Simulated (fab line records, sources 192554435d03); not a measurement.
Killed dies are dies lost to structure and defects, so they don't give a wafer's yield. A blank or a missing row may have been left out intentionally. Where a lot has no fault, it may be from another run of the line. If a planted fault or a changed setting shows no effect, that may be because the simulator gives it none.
The same fault as seen by 3 desks + flow n5 finfet + every desk sees just its own numbers, and what lay behind them comes last

== TOOL OWNER'S DESK, rie diel-02 ==
The tool's own readings at N5_PMOS_HMC_CHANNEL_EPI_HM_OPEN_15 (chemistry CHF3/O2, target SiO2, target depth 40.6 nm, time 20.3 s): means of the sampled wafers that have a number, for each lot that ran on this tool. Any lot whose mean is over 4 standard deviations away from the usual mean is out of limits and marked OUT; that distance is given in the brackets.
Columns: A = drypump motor current A at N5_PMOS_HMC_CHANNEL_EPI_HM_OPEN_15, usual 5.9 A; B = oes_f_703_au at N5_PMOS_HMC_CHANNEL_EPI_HM_OPEN_15, usual 0.78 a.u.; C = oes product au at N5_PMOS_HMC_CHANNEL_EPI_HM_OPEN_15, usual 0.78 a.u.; D = rf vpp V at N5_PMOS_HMC_CHANNEL_EPI_HM_OPEN_15, usual 525 V; E = showerhead plenum p Torr at N5_PMOS_HMC_CHANNEL_EPI_HM_OPEN_15, usual 2.41 Torr; F = throttle valve pct at N5_PMOS_HMC_CHANNEL_EPI_HM_OPEN_15, usual 18.96 %
| lot  | first seen here | A   | B    | C    | D   | E    | F     |
|------|-----------------|-----|------|------|-----|------|-------|
| L685 | day 2 05:51     | 5.9 | 0.70 | 0.70 | 521 | 2.42 | 19.11 |
| L688 | day 2 23:28     | 6.3 | 0.72 | 0.72 | 521 | 2.37 | 19.07 |
| L689 | day 3 05:08     | 5.9 | 0.75 | 0.76 | 523 | 2.45 | 19.11 |
| L690 | day 3 11:43     | 6.1 | 0.76 | 0.77 | 529 | 2.39 | 19.02 |
| L691 | day 3 17:07     | 5.4 | 0.69 | 0.70 | 530 | 2.45 | 19.11 |
| L693 | day 4 05:41     | 5.9 | 0.92 | 0.90 | 514 | 2.46 | 18.88 |
| L698 | day 5 13:14     | 5.6 | 0.95 | 0.85 | 518 | 2.48 | 18.77 |
Result from this desk: across the 7 lots, nothing is out of limits.

== THE DEFECT DESK ==
For each lot, the counts of the inspections along the route, averaged over the sampled wafers that have a number. Any lot whose mean is over 4 standard deviations away from the usual mean is out of limits and marked OUT; that distance is given in the brackets.
Columns: A = raw defect count at N5_PASSIVATION_INSPECT_61, usual 2.2
| lot  | first seen here | A   |
|------|-----------------|-----|
| L685 | day 12 17:48    | 1.7 |
| L686 | day 13 01:19    | 0.7 |
| L688 | day 13 21:43    | 4.3 |
| L687 | day 14 02:47    | 3.3 |
| L689 | day 14 08:48    | 1.3 |
| L690 | day 14 12:37    | 1.7 |
| L691 | day 14 13:57    | 2.0 |
| L693 | day 14 18:10    | 1.3 |
| L698 | day 16 19:26    | 5.0 |
| L704 | day 18 13:34    | 4.3 |
Result from this desk: across the 10 lots, nothing is out of limits.

== THE METROLOGY DESK ==
What the gauges read, lot by lot, whatever tool the lot ran on: means of the sampled wafers that have a number. Any lot whose mean is over 4 standard deviations away from the usual mean is out of limits and marked OUT; that distance is given in the brackets. Only the readings that lie furthest out on some lot appear, 7 of the 12 it has.
Columns: A = IOFF_P at N5_BEOL_M4_RC_MEAS_101, usual 0.22 nA/um; B = ION_N at N5_BEOL_M4_RC_MEAS_101, usual 680 uA/um; C = ION_P at N5_BEOL_M4_RC_MEAS_101, usual 464 uA/um; D = VT_N at N5_BEOL_M4_RC_MEAS_101, usual 248.9 mV; E = VT_P at N5_BEOL_M4_RC_MEAS_101, usual -251 mV; F = MIM_BOT_OVL at N5_MIM_BOT_LITHO_OVL_MEAS_11, usual 0 nm; G = TV_OVL at N5_PASSIVATION_OVL_MEAS_60, usual 4 nm
| lot  | first seen here | A    | B   | C   | D     | E    | F  | G  |
|------|-----------------|------|-----|-----|-------|------|----|----|
| L685 | day 8 19:38     | 0.20 | 677 | 463 | 248.3 | -252 | 3  | 2  |
| L686 | day 8 22:56     | 0.20 | 681 | 461 | 248.5 | -253 | 4  | 1  |
| L687 | day 9 10:14     | 0.25 | 686 | 469 | 247.5 | -247 | 2  | 3  |
| L689 | day 9 19:16     | 0.20 | 676 | 459 | 250.7 | -253 | 3  | 10 |
| L690 | day 10 00:10    | 0.29 | 688 | 475 | 245.7 | -245 | 2  | 7  |
| L688 | day 10 00:26    | 0.23 | 691 | 466 | 246.3 | -249 | -7 | 2  |
| L691 | day 10 03:49    | 0.17 | 664 | 455 | 253.4 | -257 | 4  | 4  |
| L693 | day 10 19:43    | 0.20 | 673 | 462 | 248.9 | -254 | -5 | 7  |
| L698 | day 12 17:44    | 0.18 | 676 | 457 | 247.3 | -255 | -7 | 3  |
| L704 | day 14 06:01    | 0.22 | 680 | 464 | 246.8 | -251 | -0 | 7  |
Result from this desk: across the 10 lots, nothing is out of limits.

== TAKEN TOGETHER ==
The tool owner's desk saw nothing out of limits.
Nothing the defect desk looked at was out of limits.
From the metrology desk's view, nothing was out of limits.

== WHAT WAS PUT IN BY THE SIMULATOR ==
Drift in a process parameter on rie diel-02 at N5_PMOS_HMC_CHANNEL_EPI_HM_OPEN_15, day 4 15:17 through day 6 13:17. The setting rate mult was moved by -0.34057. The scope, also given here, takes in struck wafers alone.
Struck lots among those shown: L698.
